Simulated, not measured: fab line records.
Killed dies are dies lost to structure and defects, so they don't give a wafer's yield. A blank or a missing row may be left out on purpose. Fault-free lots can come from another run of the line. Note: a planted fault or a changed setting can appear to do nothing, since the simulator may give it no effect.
One fault seen from 2 desks :: flow nandHarc :: numbers are kept per desk, each desk with only its own; the story behind them comes last

## THE TOOL OWNER'S DESK: lithoTrack-06
Per lot that ran on this tool, the mean of the sampled wafers carrying a number, from the tool's own readings at NHARC_A_BLC_SOFTBAKE_05 (time 55 s). If a lot's mean is further than 4 standard deviations from the usual mean, the lot is out of limits and carries the mark OUT (the distance appears in the brackets).
Columns: A = heaterPowerTotalW at NHARC_A_BLC_SOFTBAKE_05, usual 188.45 W; B = plateTempC at NHARC_A_BLC_SOFTBAKE_05, usual 105.03 C; C = resistLineTempC at NHARC_A_BLC_SOFTBAKE_05, usual 22.98 C
lot: L565
first seen here: day 17 09:00
A: 188.55
B: 104.96
C: 22.90

lot: L573
first seen here: day 19 14:00
A: 188.37
B: 105.04
C: 23.04

lot: L580
first seen here: day 21 13:00
A: 186.17 (-16) OUT
B: 105.02
C: 22.93

lot: L581
first seen here: day 21 13:00
A: 186.34 (-15) OUT
B: 105.14
C: 23.00
This desk's verdict: out of limits on L580, L581, starting with L580 at day 21 13:00 (heaterPowerTotalW at NHARC_A_BLC_SOFTBAKE_05). Within limits: L565, L573.

## METROLOGY DESK
What the gauges read, lot by lot, whatever tool the lot ran on: means of the sampled wafers that have a number. If a lot's mean is further than 4 standard deviations from the usual mean, the lot is out of limits and carries the mark OUT (the distance appears in the brackets).
Columns: A = cdNm at NHARC_A_CONTACT_CD_MEAS_08, usual 99.9 nm
lot: L565
first seen here: day 17 00:31
A: 99.4

lot: L570
first seen here: day 17 10:32
A: 100.1

lot: L567
first seen here: day 17 11:47
A: 99.9

lot: L571
first seen here: day 18 06:50
A: 100.0

lot: L569
first seen here: day 18 15:46
A: 100.2

lot: L573
first seen here: day 19 04:59
A: 100.6

lot: L575
first seen here: day 20 09:13
A: 99.7

lot: L580
first seen here: day 21 03:37
A: 100.4

lot: L581
first seen here: day 21 04:26
A: 99.7

lot: L584
first seen here: day 21 17:19
A: 99.5

lot: L585
first seen here: day 22 10:09
A: 99.4

lot: L587
first seen here: day 22 17:41
A: 99.5
Result from this desk: across the 12 lots, nothing is out of limits.

## ALL TOGETHER
At day 21 13:00, on L580, L581, the tool owner's desk was in a position to raise an alarm.
Metrology desk: nothing out of limits seen.
The metrology desk holds a record of L580, L581, inside its limits.
NHARC_A_BLC_SOFTBAKE_05 was run on lithoTrack-06 by each of the lots named.

## WHAT WAS PUT IN BY THE SIMULATOR
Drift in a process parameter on lithoTrack-06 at NHARC_A_BLC_SOFTBAKE_05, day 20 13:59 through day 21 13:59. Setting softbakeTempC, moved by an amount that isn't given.
Struck lots among those shown: L580, L581.
Time in hours from fault onset to the first out-of-limits reading at each desk: the tool owner's desk, 23.
